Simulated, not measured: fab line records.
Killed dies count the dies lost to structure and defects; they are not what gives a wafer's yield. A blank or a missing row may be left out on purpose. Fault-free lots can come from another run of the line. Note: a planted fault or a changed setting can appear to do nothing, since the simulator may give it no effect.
Comparing a struck lot with a sound one ; flow n5_finfet ; 15 steps out of a route of 1938
Sound: these wafers, L443.2, L443.4, L443.6. Struck: wafers L448.1, L448.6. (L448.4 of the same lot was not struck and is left out.) The cause comes at the end.
Each step with rows lists, per side, the tool, then ch with its chambers, then its first start. Under that, the readings that differ: sound wafers ; struck wafers ; difference of the means ; sigmas: that difference in standard deviations of wafers without a fault.
alike: a reading whose means differ by less than 2 such deviations, as well as words and numbers matching on both sides. not compared: withheld readings; readings where some wafer has no value; bounds like >300 that might hide an equal value; numbers whose values overlap and for which the record gives no deviation.
Wherever a step has rows on one side only, a row that says differs or no value, or a row with sigmas, the two part there. Non-overlapping numbers with no deviation appear without sigmas and do not part them. A reading that every wafer of one side lacks parts them only if that side has two wafers or more.

N5_BEOL_M11_TRENCH_ETCH_37: etches SiCOH lowk in C4F6/O2, target depth 148.83 nm, time 48 s.
  sound: rie_diel-01 ch 0,2; struck: rie_diel-05 ch 0,3
  alike: C4F6_flow_sccm, drypump_motor_current_A, oes_product_au, rf_vpp_V, showerhead_plenum_p_Torr, throttle_valve_pct
  not compared: rf_hours_counter_h
N5_BEOL_M11_ETCH_41: etches SiCN in CH3F/O2, target depth 42.6 nm, time 86 s.
  sound: rie_diel-01 ch 0,2; struck: rie_diel-05 ch 0,3
  alike: CH3F_flow_sccm, drypump_motor_current_A, oes_product_au, rf_vpp_V, showerhead_plenum_p_Torr, throttle_valve_pct
  not compared: rf_hours_counter_h
then, 1 step without rows for these wafers: N5_BEOL_M11_STRIP_77 (strips in N2/H2, time 10 s).
N5_BEOL_M11_OCD_MEAS_38:
  sound: ocd-01 at day 12 02:58; struck: ocd-01 at day 13 07:40
  alike: trench_depth_nm
then, 4 steps without rows for these wafers: N5_BEOL_M11_HM_STRIP_39 (strips TiN in peroxide tin strip, target depth 25 nm, time 158 s); N5_BEOL_M11_SRD_40 (time 30 s); N5_BEOL_M11_PRECLEAN_42 (cleans in residue remover, time 60 s); N5_BEOL_M11_SRD_43 (time 30 s).
N5_BEOL_M11_CD_MEAS_35: target cd 70 nm.
  sound: cd_sem-03 at day 12 03:07; struck: cd_sem-01 at day 13 07:50
  alike: cd_nm
N5_BEOL_M11_CURE_72: cures SiCOH lowk, time 120 s.
  sound on uv_cure-01 ch 2, day 12 03:13; struck on uv_cure-01 ch 0, day 13 08:14
  alike: lamp_power_pct, wafer_temp_C_max
N5_BEOL_M11_DEGAS_44: time 60 s.
  sound: pvd_sputter-02 at day 12 03:31; struck: pvd_sputter-01 at day 13 10:26
  alike: heater_power_w
N5_BEOL_M11_PRE_CLEAN_45: time 30 s.
  sound: pvd_sputter-02 at day 12 03:34; struck: pvd_sputter-01 at day 13 10:29
  alike: heater_power_w
N5_BEOL_M11_ALD_74: deposits TaN, target thk 2 nm, pulse time 2 s, purge time 3 s.
  sound on ald_metal-03 ch 0,1,2, day 12 03:38; struck on ald_metal-02 ch 2, day 13 10:32
reading;sound;struck;difference;sigmas
ald_cycles;40 40 40;36 36;-4;
  alike: heater_power_w
next, for these wafers, 1 step has no rows: N5_BEOL_M11_SURFACE_TREAT_76.
N5_PASSIVATION_PROBE_49:
  record: rows for the struck wafers here (prober-01, day 15 06:34), none for the sound ones

== WHERE THEY PART ==
Only at N5_PASSIVATION_PROBE_49, within this record.

WHY: the cause the simulator had injected
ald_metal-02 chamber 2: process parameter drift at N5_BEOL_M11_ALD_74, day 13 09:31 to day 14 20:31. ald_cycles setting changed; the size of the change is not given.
